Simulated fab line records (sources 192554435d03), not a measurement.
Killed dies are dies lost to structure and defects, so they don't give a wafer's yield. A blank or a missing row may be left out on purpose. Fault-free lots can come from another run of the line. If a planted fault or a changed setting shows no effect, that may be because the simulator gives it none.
fab line records -- flow n5Finfet
record: lots: 8, wafers: 24, lastDay: 17
route steps=1938 shown BEOL_M0_SAQP@665 BEOL_M4@1111 PASSIVATION@1936
lots with no fault: from the same line, run without faults
startH: the number of hours between the record's first day and the start of the first shown wafer of the lot -- waitH: how many hours have passed since the lot's step before this one -- " identical to the entry in the row above -- L1.1+2: a row that stands for several wafers -- - either no value or no given start -- * or withheld: withheld -- < > ~ a bound
route shown NAME@n: names a module that has steps shown in the file, with the first one's number in the route -- usual: mean/standard deviation of fault-free wafers -- same: alike in all rows -- chamber/n: place in a boat -- sites: readings site by site -- _std_site: how widely they spread, as a standard deviation -- _edge_site: inner sites' mean taken away from outer sites' mean -- radiusMm: for every site, how far away it sits from the centre of the wafer -- mask NAME#n: copy n -- behind: the tool/chamber that last shaped the wafer -- hold: what put the lot on hold/how long, in hours/how the hold closed -- device: names the non-switching transistor (n, p or np) -- end of line: the route-end tests of the same wafers -- a step without rows: its recipe alone -- killed: at the first sort, the dies lost to defects and structure; wafer yield is something else -- map: the dies of a wafer, with x for killed, . for not killed, _ for no die there
set.NAME: the run value of the setting; set.NAME@STEP: its run value at that earlier step -- model.NAME: the simulator's own value behind a step, which no gauge read
steps of the route over a sample of lots; a table a step, a row a wafer
services: when a tool's chamber went out of use (startH, in hours from the record's first day, below 0 if earlier), for how many hours, and the reason
== steps ==
step: N5_BEOL_M0_SAQP_MANDREL1_REMOVE_100
recipe: chemistry: HBr/Cl2/O2, btTimeS: 10, target: a-Si, stopOn: SiNx, endpoint: OES-SiCl, overEtchFrac: 0.85, icpW: 600, biasW: 30, HBr_flow_sccm: 150, Cl2_flow_sccm: 80, O2_flow_sccm: 5, pressureMtorr: 10
usual: O2_flow_sccm: 5.001/0.015, chamberPressureMTorr: 10.000/0.0096, drypumpMotorCurrentA: 5.8/0.49, oesProductAu: 0.999/0.016, throttleValvePct: 36.80/0.16
lot.wafer,tool,chamber,startH,waitH,O2_flow_sccm,chamberPressureMTorr,drypumpMotorCurrentA,oesProductAu,rfHoursCounterH,throttleValvePct
L661.3,rieSi-02,0,112.22,0.1,5.001,9.996,4.9,1.015,23,36.46
L661.4,rieSi-02,2,112.22,0.1,4.982,10.004,6.7,1.018,0,37.11
L661.5,rieSi-02,1,112.22,0.1,5.025,10.003,5.7,1.009,-,36.90
L662.1,rieSi-06,2,117.10,0.1,5.004,9.990,5.8,1.008,87,36.72
L662.3,rieSi-06,3,117.10,0.1,5.007,9.997,5.7,1.003,127,36.71
L662.6,rieSi-06,1,117.10,0.1,5.012,9.999,5.6,0.993,-,36.79
L664.1,rieSi-05,2,130.38,0.1,5.013,9.987,6.0,0.998,64,36.89
L664.3,rieSi-05,0,130.38,0.1,5.007,10.000,6.2,1.022,126,36.85
L664.6,rieSi-05,0,130.38,0.1,5.006,10.007,6.2,1.013,-,36.84
L667.1,rieSi-06,3,147.75,0.1,5.011,10.005,5.7,1.005,128,36.70
L667.3,rieSi-06,1,147.75,0.1,4.974,10.003,5.6,0.986,136,36.81
L667.5,rieSi-06,2,147.75,0.1,5.009,10.002,5.8,1.009,-,36.71
L671.2,rieSi-05,1,175.86,0.1,5.006,10.008,5.6,0.989,109,36.59
L671.4,rieSi-05,2,175.86,0.1,4.996,9.989,6.0,1.012,65,36.88
L671.5,rieSi-05,0,175.86,0.1,4.963,9.998,6.2,1.017,-,36.84
L673.1,rieSi-05,3,190.34,0.1,5.006,10.013,5.2,1.007,72,36.87
L673.2,rieSi-05,2,190.34,0.1,5.029,9.977,6.0,1.017,66,36.92
L673.3,rieSi-05,1,190.34,0.1,4.995,10.009,5.6,0.986,109,36.62
L680.1,rieSi-02,0,228.55,0.1,4.981,10.010,5.0,1.004,25,36.47
L680.4,rieSi-02,3,228.55,0.1,5.022,9.983,6.5,0.961,29,36.86
L680.6,rieSi-02,3,228.55,0.1,4.997,10.008,6.6,0.956,-,36.87
L683.3,rieSi-02,1,243.15,0.1,4.996,10.001,5.7,1.003,71,36.90
L683.4,rieSi-02,0,243.15,0.1,5.005,10.006,4.9,1.013,25,36.47
L683.5,rieSi-02,1,243.15,0.1,5.004,9.999,5.7,1.005,-,36.91
step: N5_BEOL_M0_SAQP_STRIP_108
recipe: chemistry: N2/H2, powerW: 500, tempC: 40, pressureMtorr: 50, rfFrequencyHz: 6e+07, overashFraction: 0.3, biasPowerW: 28, h2Frac: 0.5, n2FlowSccm: 300, h2FlowSccm: 300
usual: chamberPressureMTorr: 50.00/0.049, drypumpMotorCurrentA: 5.9/0.59, oesProductAu: 0.79/0.11, rfVppV: 122.0/1.1, showerheadPlenumPTorr: 3.38/0.13, throttleValvePct: 18.8/0.34
lot.wafer,tool,chamber,startH,waitH,chamberPressureMTorr,drypumpMotorCurrentA,oesProductAu,rfHoursCounterH,rfVppV,showerheadPlenumPTorr,throttleValvePct
L661.3,rieDiel-04,3,113.14,0.0,50.03,6.8,0.70,186,122.1,3.20,18.4
L661.4,rieDiel-04,2,113.14,0.0,50.01,6.2,0.71,211,121.8,3.32,19.2
L661.5,rieDiel-04,1,113.14,0.0,50.05,5.4,0.68,-,122.5,3.43,18.9
L662.1,rieDiel-04,1,118.02,0.0,50.01,5.4,0.67,239,122.4,3.43,18.9
L662.3,rieDiel-04,3,118.02,0.0,50.04,6.8,0.70,187,121.0,3.20,18.4
L662.6,rieDiel-04,0,118.02,0.0,49.97,5.3,0.79,-,124.2,3.51,19.2
L664.1,rieDiel-01,1,131.42,0.0,50.05,4.7,0.68,246,122.3,3.45,19.2
L664.3,rieDiel-01,0,131.42,0.0,49.95,5.9,0.99,4,123.9,3.57,18.4
L664.6,rieDiel-01,1,131.42,0.0,50.09,4.7,0.68,-,122.9,3.45,19.2
L667.1,rieDiel-04,1,148.66,0.0,50.03,5.4,0.67,253,122.8,3.42,18.9
L667.3,rieDiel-04,0,148.66,0.0,50.00,5.4,0.78,149,124.1,3.50,19.2
L667.5,rieDiel-04,1,148.66,0.0,49.98,5.4,0.68,-,121.2,3.42,18.9
L671.2,rieDiel-01,3,176.84,0.0,49.97,6.2,0.79,106,122.1,3.25,18.7
L671.4,rieDiel-01,2,176.84,0.0,49.96,6.6,0.67,249,121.5,3.30,19.4
L671.5,rieDiel-01,0,176.84,0.0,49.98,5.9,0.95,-,121.8,3.56,18.4
L673.1,rieDiel-01,0,191.41,0.0,50.03,5.9,0.92,26,123.8,3.56,18.4
L673.2,rieDiel-01,3,191.41,0.0,50.02,6.3,0.78,111,120.1,3.25,18.7
L673.3,rieDiel-01,1,191.41,0.0,49.99,4.7,0.95,10,122.6,3.44,18.8
L680.1,rieDiel-03,3,229.51,0.0,49.93,6.4,0.88,28,124.2,3.56,18.6
L680.4,rieDiel-03,2,229.51,0.0,49.98,5.5,0.72,204,123.1,3.33,19.6
L680.6,rieDiel-03,0,229.51,0.0,50.02,5.2,0.72,-,120.1,3.21,18.7
L683.3,rieDiel-03,3,244.07,0.0,49.96,6.4,0.88,33,122.4,3.55,18.6
L683.4,rieDiel-03,1,244.07,0.0,50.05,6.1,0.72,163,122.6,3.49,18.8
L683.5,rieDiel-03,0,244.07,0.0,50.02,5.1,0.73,-,120.6,3.21,18.7
step: N5_BEOL_M0_SAQP_EXPOSE_37
recipe: maskId: M0_CUT1, na: 0.33, sourceShape: annular, sigmaInner: 0.35, sigmaOuter: 0.8, polarization: unpolarized, targetCdNm: 30, doseMj: 44.75
usual: exposureDoseMJCm2: 44.66/0.049
lot.wafer,tool,chamber,startH,waitH,mask,exposureDoseMJCm2
L661.3,euvScanner-01,0,114.41,-,M0_CUT1#0,44.70
L661.4,euvScanner-01,0,114.41,-,M0_CUT1#0,44.74
L661.5,euvScanner-01,0,114.41,-,M0_CUT1#0,44.73
L662.1,euvScanner-01,0,119.14,-,M0_CUT1#0,44.70
L662.3,euvScanner-01,0,119.14,-,M0_CUT1#0,44.73
L662.6,euvScanner-01,0,119.14,-,M0_CUT1#0,44.64
L664.1,euvScanner-02,0,132.75,-,M0_CUT1#0,44.72
L664.3,euvScanner-02,0,132.75,-,M0_CUT1#0,44.70
L664.6,euvScanner-02,0,132.75,-,M0_CUT1#0,44.68
L667.1,euvScanner-02,0,149.79,-,M0_CUT1#0,44.63
L667.3,euvScanner-02,0,149.79,-,M0_CUT1#0,44.68
L667.5,euvScanner-02,0,149.79,-,M0_CUT1#0,44.56
L671.2,euvScanner-01,0,178.10,-,M0_CUT1#0,44.69
L671.4,euvScanner-01,0,178.10,-,M0_CUT1#0,44.71
L671.5,euvScanner-01,0,178.10,-,M0_CUT1#0,44.71
L673.1,euvScanner-02,0,192.81,-,M0_CUT1#0,44.62
L673.2,euvScanner-02,0,192.81,-,M0_CUT1#0,44.67
L673.3,euvScanner-02,0,192.81,-,M0_CUT1#0,44.64
L680.1,euvScanner-01,0,231.56,-,M0_CUT1#0,45.45
L680.4,euvScanner-01,0,231.56,-,M0_CUT1#0,45.38
L680.6,euvScanner-01,0,231.56,-,M0_CUT1#0,45.42
L683.3,euvScanner-01,0,245.40,-,M0_CUT1#0,45.23
L683.4,euvScanner-01,0,245.40,-,M0_CUT1#0,45.22
L683.5,euvScanner-01,0,245.40,-,M0_CUT1#0,45.22
step: N5_BEOL_M0_SAQP_ETCH_49
recipe: chemistry: CF4/O2, targetDepthA: 370, target: SiO2, pressureMtorr: 40, sourceW: 535, biasW: 49, Ar_flow_sccm: 100, cf4FlowSccm: 100, O2_flow_sccm: 10, ionEnergyEv: 100
usual: O2_flow_sccm: 10.01/0.033, cf4FlowSccm: 100.0/0.32, chamberPressureMTorr: 40.00/0.037, drypumpMotorCurrentA: 5.8/0.56, oesProductAu: 0.79/0.099, rfVppV: 241/3, showerheadPlenumPTorr: 2.22/0.083, throttleValvePct: 15.82/0.21
lot.wafer,tool,chamber,startH,waitH,O2_flow_sccm,cf4FlowSccm,chamberPressureMTorr,drypumpMotorCurrentA,oesProductAu,rfHoursCounterH,rfVppV,showerheadPlenumPTorr,throttleValvePct
L661.3,rieDiel-03,1,115.46,0.3,10.01,99.9,39.96,6.1,0.75,129,244,2.30,15.94
L661.4,rieDiel-03,3,115.46,0.3,9.98,100.2,40.06,6.5,0.69,248,240,2.09,15.95
L661.5,rieDiel-03,1,115.46,0.3,10.01,100.5,39.98,6.1,0.75,-,244,2.30,15.92
L662.1,rieDiel-04,0,120.21,0.3,10.01,100.2,40.05,5.3,0.79,135,238,2.30,15.97
L662.3,rieDiel-04,3,120.21,0.3,10.00,100.7,40.03,6.8,0.70,188,237,2.11,15.74
L662.6,rieDiel-04,1,120.21,0.3,9.98,99.4,39.99,5.4,0.69,-,243,2.27,16.12
L664.1,rieDiel-01,2,134.15,0.3,10.02,99.4,40.03,6.6,0.68,235,240,2.17,16.20
L664.3,rieDiel-01,0,134.15,0.3,10.04,100.1,40.07,5.9,0.98,6,238,2.34,15.53
L664.6,rieDiel-01,0,134.15,0.3,10.04,99.7,40.02,5.8,0.99,-,237,2.34,15.51
L667.1,rieDiel-01,0,150.85,0.3,9.97,100.2,40.00,5.9,0.97,11,236,2.34,15.52
L667.3,rieDiel-01,3,150.85,0.3,10.04,99.6,39.99,6.2,0.79,97,245,2.13,15.62
L667.5,rieDiel-01,0,150.85,0.3,9.98,100.0,40.03,5.8,0.97,-,238,2.34,15.53
L671.2,rieDiel-03,3,179.35,0.3,10.01,100.1,40.02,6.4,0.93,10,245,2.34,15.46
L671.4,rieDiel-03,0,179.35,0.3,9.99,99.8,40.00,5.1,0.73,-,237,2.12,15.75
L671.5,rieDiel-03,3,179.35,0.3,10.01,100.1,40.04,6.4,0.94,-,245,2.34,15.48
L673.1,rieDiel-04,1,193.88,0.3,10.00,99.8,40.01,5.4,0.94,12,243,2.26,15.71
L673.2,rieDiel-04,0,193.88,0.3,10.02,100.2,40.02,5.3,0.77,161,238,2.29,16.00
L673.3,rieDiel-04,2,193.88,0.3,10.00,100.5,39.99,6.1,0.71,231,241,2.18,16.06
L680.1,rieDiel-04,1,232.72,0.4,10.00,99.9,39.95,5.4,0.91,26,243,2.25,15.72
L680.4,rieDiel-04,2,232.72,0.4,9.98,99.9,40.02,6.1,0.69,245,239,2.17,16.09
L680.6,rieDiel-04,1,232.72,0.4,10.02,100.2,40.00,5.4,0.91,-,242,2.25,15.73
L683.3,rieDiel-03,2,247.41,0.3,10.01,100.1,39.97,5.4,0.72,209,240,2.19,16.03
L683.4,rieDiel-03,0,247.41,0.3,10.03,99.2,39.99,5.2,0.71,188,237,2.11,15.78
L683.5,rieDiel-03,3,247.41,0.3,10.04,100.4,40.01,6.4,0.87,-,244,2.34,15.51
step: N5_BEOL_M4_RC_MEAS_101
usual: DIBL_N: 35.9/1.4, DIBL_P: 35.9/1.7, IOFF_N: 0.155/0.023, IOFF_P: 0.201/0.029, ION_N: 672/8.8, ION_P: 460/7, SS_N: 71.6/0.48, SS_P: 73.1/0.64, VT_N: 250.0/3, VT_P: -251.6/3
lot.wafer,tool,chamber,startH,waitH,DIBL_N[mV/V],DIBL_P[mV/V],IOFF_N[nA/um],IOFF_P[nA/um],ION_N[uA/um],ION_P[uA/um],SS_N[mV/dec],SS_P[mV/dec],VT_N[mV],VT_P[mV]
L661.3,prober-02,0,170.23,0.3,34.6,35.1,0.131,0.195,667,460,71.7,73.3,250.4,-252.1
L661.4,prober-02,0,170.23,0.3,38.2,38.6,0.191,0.252,680,464,72.2,74.6,245.9,-250.6
L661.5,prober-02,0,170.23,0.3,37.1,37.4,0.174,0.229,672,459,71.7,74.0,247.3,-249.8
L662.1,prober-02,0,172.95,0.0,34.9,33.6,0.130,0.184,652,452,71.9,72.2,256.1,-249.7
L662.3,prober-02,0,172.95,0.0,34.1,33.5,0.120,0.181,660,455,71.0,72.6,254.3,-250.7
L662.6,prober-02,0,172.95,0.0,35.3,35.0,0.145,0.213,664,463,71.7,72.7,251.9,-250.3
L664.1,prober-02,0,194.31,0.0,36.2,35.5,0.143,0.188,669,458,71.7,72.4,251.5,-255.1
L664.3,prober-02,0,194.31,0.0,37.7,36.6,0.163,0.202,666,456,72.1,73.5,251.0,-252.9
L664.6,prober-02,0,194.31,0.0,35.9,35.5,0.145,0.190,674,462,71.3,72.6,250.1,-252.0
L667.1,prober-01,0,202.06,0.0,34.1,35.0,0.128,0.162,660,452,71.6,72.4,252.3,-254.1
L667.3,prober-01,0,202.06,0.0,35.3,36.8,0.150,0.179,674,457,71.1,73.4,249.7,-254.3
L667.5,prober-01,0,202.06,0.0,36.0,37.7,0.161,0.186,676,460,72.0,73.6,251.4,-253.0
L671.2,prober-01,0,243.98,0.2,34.5,35.1,0.126,0.184,654,457,71.1,72.0,255.7,-250.0
L671.4,prober-01,0,243.98,0.2,37.0,37.8,0.169,0.221,685,474,71.7,73.6,249.0,-250.5
L671.5,prober-01,0,243.98,0.2,35.2,35.1,0.134,0.179,661,460,70.8,72.5,250.9,-252.3
L673.1,prober-02,0,245.48,0.0,36.2,34.6,0.138,0.180,671,461,70.9,72.2,249.2,-253.5
L673.2,prober-02,0,245.48,0.0,35.2,33.5,0.123,0.166,666,453,70.5,72.1,253.1,-256.0
L673.3,prober-02,0,245.48,0.0,37.1,35.2,0.146,0.188,672,462,71.4,72.7,251.4,-252.9
L680.1,prober-01,0,286.94,0.0,36.6,37.5,0.168,0.213,682,461,72.3,73.8,248.7,-250.7
L680.4,prober-01,0,286.94,0.0,36.3,37.9,0.170,0.217,676,460,72.0,74.1,248.1,-251.7
L680.6,prober-01,0,286.94,0.0,35.4,36.6,0.149,0.199,668,461,72.8,73.7,250.8,-250.6
L683.3,prober-01,0,306.07,0.6,35.9,35.7,0.155,0.183,679,461,71.4,72.8,248.4,-253.1
L683.4,prober-01,0,306.07,0.6,37.2,35.9,0.157,0.196,670,454,71.7,73.5,250.7,-252.3
L683.5,prober-01,0,306.07,0.6,34.9,34.2,0.132,0.171,666,451,70.5,73.4,252.3,-254.2
step: N5_PASSIVATION_PROBE_49
usual: defectLimitedYield: 91.7/1.5, killed_at_M0_to_M3: 30/8.6, killed_at_M4_up: 12/4.5, killedAtContacts: 13/5.8, killedAtFrontEnd: 38/11, killedAtOther: 4/3, killedDies: 97/17, killedOpen: 63/12, killedShort: 32/8.8, sort_bin_5_function: 4.8/0.91, sort_bin_6_memory: 3.1/0.68, sortNPass: 1083/17, sortYieldPct: 91.7/1.5
same: grossDies: 1180, killedAtBackSide: 0, sort_bin_4_leakage[%]: 0, sort_bin_8_speed[%]: 0
lot.wafer,tool,chamber,startH,waitH,defectLimitedYield[%],killed_at_M0_to_M3,killed_at_M4_up,killedAtContacts,killedAtFrontEnd,killedAtOther,killedDies,killedOpen,killedShort,sort_bin_5_function[%],sort_bin_6_memory[%],sortNPass,sortYieldPct[%]
L680.1,prober-02,-,391.01,0.0,89.6,55,8,5,52,3,123,81,39,5.8,4.1,1057,89.6
L680.4,prober-02,-,391.16,0.2,92.0,33,7,7,43,4,94,58,36,5.0,2.9,1086,92.0
L680.6,prober-02,-,391.26,0.3,92.7,31,7,7,37,4,86,47,39,3.8,3.4,1094,92.7
L683.3,prober-01,-,415.91,0.1,92.5,34,9,15,26,5,89,56,32,4.2,2.9,1091,92.5
L683.4,prober-01,-,415.96,0.2,93.1,37,8,7,25,5,82,58,22,4.3,2.2,1098,93.1
killed by level:class
L680.1 STI_FIN_REVEAL:geometricParticle:open=17 BEOL_M0_SAQP:geometricParticle:open=15 BEOL_M1:geometricParticle:open=9 BEOL_M3:geometricParticle:open=9 FIN_SAQP:geometricParticle:short=7 BEOL_M3:geometricParticle:short=7 BEOL_M0_SAQP:geometricParticle:short=7 FIN_SAQP:geometricParticle:open=6
L680.4 STI_FIN_REVEAL:geometricParticle:open=18 BEOL_M0_SAQP:geometricParticle:short=12 GATE_CUT:geometricParticle:short=8 BEOL_M0_SAQP:geometricParticle:open=6 MOL_CONTACT_COAG:geometricParticle:open=6 STI_FIN_REVEAL:geometricParticle:short=5 BEOL_M2:geometricParticle:open=5 BEOL_M0:geometricParticle:open=4
L680.6 FIN_SAQP:geometricParticle:short=13 BEOL_M3:geometricParticle:open=9 FIN_SAQP:geometricParticle:open=7 GATE_CUT:geometricParticle:short=7 BEOL_M2:geometricParticle:open=7 MOL_CONTACT_COAG:geometricParticle:open=6 BEOL_M0_SAQP:geometricParticle:open=6 BEOL_M0_SAQP:geometricParticle:short=5
L683.3 MOL_CONTACT_COAG:geometricParticle:open=14 BEOL_M3:geometricParticle:open=12 FIN_SAQP:geometricParticle:short=7 BEOL_M1:geometricParticle:open=6 BEOL_M0_SAQP:geometricParticle:open=6 BEOL_M3:geometricParticle:short=5 BEOL_M4:geometricParticle:open=4 GATE_CUT:geometricParticle:short=3
L683.4 BEOL_M3:geometricParticle:open=11 STI_FIN_REVEAL:geometricParticle:open=8 BEOL_M1:geometricParticle:open=7 BEOL_M0_SAQP:geometricParticle:open=6 MOL_CONTACT_COAG:geometricParticle:open=5 BEOL_M0_SAQP:geometricParticle:short=4 DUMMY_GATE:geometricParticle:open=3 GATE_CUT:geometricParticle:open=3
== services ==
tool,chamber,startH,hours,kind
rieDiel-03,-,123.29,14.6,pm
rieDiel-04,2,124.85,24.6,repair
euvScanner-01,-,127.41,1.0,pm
euvScanner-01,-,130.37,4.6,pm
euvScanner-01,-,136.30,2.4,repair
euvScanner-02,-,144.20,1.0,pm
rieDiel-04,0,161.53,6.6,repair
rieSi-02,-,169.57,1.8,repair
rieDiel-03,1,175.27,12.3,repair
euvScanner-01,-,183.56,1.0,pm
rieSi-05,2,191.44,16.2,repair
rieDiel-04,3,193.45,8.9,repair
rieSi-05,3,197.33,45.2,repair
euvScanner-02,-,200.35,1.0,pm
rieDiel-04,-,211.67,2.8,pm
euvScanner-01,-,211.95,6.2,pm
rieSi-02,2,213.71,1.2,repair
rieDiel-01,-,217.33,9.7,repair
rieDiel-04,-,217.33,2.1,repair
rieSi-02,2,218.73,7.4,repair
rieDiel-01,-,229.97,2.8,pm
rieDiel-04,1,239.23,6.4,repair
euvScanner-01,-,239.71,1.0,pm
euvScanner-02,-,244.92,4.6,pm
== key ==
firstSign: step: N5_BEOL_M0_SAQP_EXPOSE_37, reading: exposureDoseMJCm2, direction: up, sigmas: 14, usual: 44.66, struck: 45.32
effect none on later readings
metAt N5_BEOL_M0_SAQP_EXPOSE_37
struckLots L680,L683
loopTrim: step: N5_BEOL_M0_SAQP_EXPOSE_37, setting: dose, lots: L683
notActingAt N5_BEOL_M0_SAQP_MANDREL1_REMOVE_100,N5_BEOL_M0_SAQP_STRIP_108,N5_BEOL_M0_SAQP_ETCH_49
onsetBetween 178.10 231.56
fault: kind: processParameterDrift, tool: euvScanner-01, chamber: -, onsetH: 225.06, steps: N5_BEOL_M0_SAQP_EXPOSE_37, channel: doseMj, offset: 0.70414, shape: step, actsIn: theseRecipesOnly, stated: 44.75
loopTrim: a control loop set the setting to another value than it would have without faults
